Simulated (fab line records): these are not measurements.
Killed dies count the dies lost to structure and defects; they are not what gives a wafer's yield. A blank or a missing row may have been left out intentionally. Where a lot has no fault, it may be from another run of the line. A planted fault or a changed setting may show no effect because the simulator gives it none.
Chamber matching || flow nand harc || 4 sister chambers for NHARC_A_M1_DESCUM_14 on rie diel-03
The step chemistry O2, time 3 s. 4 wafers are shown with their chamber, then 6 later ones without.

WAFERS, EACH WITH ITS CHAMBER
{"wafer": "L570.3", "chamber": 1, "oes product au (a.u.)": 1.022}
{"wafer": "L569.5", "chamber": 3, "oes product au (a.u.)": 0.998}
{"wafer": "L571.1", "chamber": 2, "oes product au (a.u.)": 1.004}
{"wafer": "L571.2", "chamber": 0, "oes product au (a.u.)": 1.019}

WAFERS WITH NO CHAMBER GIVEN
{"wafer": "L571.6", "oes product au (a.u.)": 1.012}
{"wafer": "L572.1", "oes product au (a.u.)": 1.001}
{"wafer": "L572.3", "oes product au (a.u.)": 0.994}
{"wafer": "L572.5", "oes product au (a.u.)": 0.993}
{"wafer": "L587.2", "oes product au (a.u.)": 0.977}
{"wafer": "L587.3", "oes product au (a.u.)": 1.007}

WHICH CHAMBER EACH ONE RAN IN
{"wafer": "L571.6", "from the rows above": "can't be placed: 0 or 2 or 1 or 3", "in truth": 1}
{"wafer": "L572.1", "from the rows above": "can't be placed: 3 or 2 or 0 or 1", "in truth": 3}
{"wafer": "L572.3", "from the rows above": "can't be placed: 3 or 2", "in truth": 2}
{"wafer": "L572.5", "from the rows above": "can't be placed: 3 or 2", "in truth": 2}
{"wafer": "L587.2", "from the rows above": "can't be placed: 3 or 2", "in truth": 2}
{"wafer": "L587.3", "from the rows above": "can't be placed: 2 or 3 or 0 or 1", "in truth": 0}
Correctly placed: 0 of 6. Unplaceable from these rows: 6, with the true chamber sitting among the candidates in 6. Wrongly placed: 0.
How it was worked out, from the rows above alone: a wafer's distance from a chamber is the root of the sum, over the readings, of the square of ((its reading less the chamber's mean) divided by the reading's scatter). The wafer belongs to the nearest chamber; if the next one is less than 2 further off, it can't be placed. For every chamber, the mean is computed from those of its wafers that are shown. The scatter (one wafer shown for each chamber): square how far every hidden wafer sits from the nearest shown wafer, average those squares and take the square root.
